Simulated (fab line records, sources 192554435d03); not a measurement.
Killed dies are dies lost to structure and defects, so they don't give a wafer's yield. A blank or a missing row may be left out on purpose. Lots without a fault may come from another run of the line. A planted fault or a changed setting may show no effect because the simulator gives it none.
Split-lot experiment | flow n5_finfet | 7 lots, 21 wafers read, on a route of 1938 steps

THE SPLIT
At N5_BEOL_M7_ETCH_41 (etches SiCN in CH3F/O2, target depth 31.9 nm, time 57.8 s), the setting source_w was moved away from the recipe's 395 W on 8 of the 21 wafers read, by -17.0% to +12.2%. The other wafers ran this setting at the recipe's value.

The reading is taken at the split's own step.

THE READING
rf_vpp_V, in V, at N5_BEOL_M7_ETCH_41 (etches SiCN in CH3F/O2, target depth 31.9 nm, time 57.8 s). Fault-free wafers of this fab line usually give 297.0 V, standard deviation 1.9 V.

wafer  | tool, chamber at the split | source_w as run, W | against the recipe | rf_vpp_V, V | against lot-mates on the recipe
L074.2 | rie_diel-06, 0             | 416.2              | +5.4%              | 290.5       | no lot-mate on the recipe
L074.3 | rie_diel-06, 1             | 416.2              | +5.4%              | 294.2       | no lot-mate on the recipe
L074.5 | rie_diel-06, 2             | 416.2              | +5.4%              | 291.2       | no lot-mate on the recipe
L075.3 | rie_diel-03, 3             | 327.9              | -17.0%             | 314.2       | +18.6
L075.4 | rie_diel-03, 1             | 395                | recipe             | 295.6       | -
L075.5 | rie_diel-03, 3             | 395                | recipe             | 295.5       | -
L078.1 | rie_diel-03, 0             | 395                | recipe             | 298.9       | -
L078.3 | rie_diel-03, 1             | 395                | recipe             | 294.4       | -
L078.4 | rie_diel-03, 3             | 395                | recipe             | 297.8       | -
L080.1 | rie_diel-03, 0             | 395                | recipe             | 298.0       | -
L080.4 | rie_diel-03, 2             | 395                | recipe             | 298.3       | -
L080.6 | rie_diel-03, 1             | 357                | -9.6%              | 306.1       | +8.0
L086.3 | rie_diel-06, 2             | 443                | +12.2%             | 286.7       | -9.8
L086.5 | rie_diel-06, 0             | 395                | recipe             | 296.5       | -
L086.6 | rie_diel-06, 1             | 443                | +12.2%             | 288.0       | -8.5
L091.1 | rie_diel-03, 2             | 395                | recipe             | 299.9       | -
L091.2 | rie_diel-03, 0             | 433.3              | +9.7%              | 289.9       | -8.4
L091.4 | rie_diel-03, 3             | 395                | recipe             | 296.7       | -
L097.1 | rie_diel-03, 2             | 395                | recipe             | 298.3       | -
L097.3 | rie_diel-03, 0             | 395                | recipe             | 298.1       | -
L097.5 | rie_diel-03, 1             | 395                | recipe             | 294.4       | -

THE FIT
A straight line over all 21 wafers: rf_vpp_V changes by -0.901 V for each +1% of source_w; r = -0.96; the points scatter about the line by 1.7 V.
The same after taking each lot's own level away (the mean of its wafers on the recipe; 18 wafers): -0.908 V for each +1%; r = -0.97; scatter 1.6 V.
On that fit, the largest move of source_w shifts the reading by 15 V.
The lots' own levels span 295.55 to 298.30 V, that is 1.4 times the standard deviation above.
So the lot-to-lot level changes the slope little: the two slopes agree.
Check: with one of the wafers moved furthest among these (-17.0%) left out of the fit, the line predicts +13.5 V for it against its lot-mates. It came out at +18.6 V against them.
Tool readings at the split's step, against how far the setting was moved: rf_vpp_V r = -0.96.

OTHER SPLITS ON THESE WAFERS
These wafers also went through other splits before the reading. Each is held against what the fit with the lots' levels taken away leaves over:
other split on the same wafers | wafers away from the commonest value | r with rf_vpp_V (lot level and that fit taken away)
N5_BEOL_M4_COAT_05 spin_rpm    | 6                                    | +0.04
N5_BEOL_M5_COAT_05 spin_rpm    | 6                                    | -0.07
N5_BEOL_M6_COAT_22 spin_rpm    | 7                                    | -0.20
N5_BEOL_M6_ETCH_66 bias_w      | 9                                    | +0.03
N5_BEOL_M7_COAT_71 spin_rpm    | 8                                    | -0.15
N5_BEOL_M7_ETCH_66 bias_w      | 9                                    | +0.14

THE FILE'S OWN FIT
rf_vpp_V changes by -0.94 V for each +1% of source_w, r = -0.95.
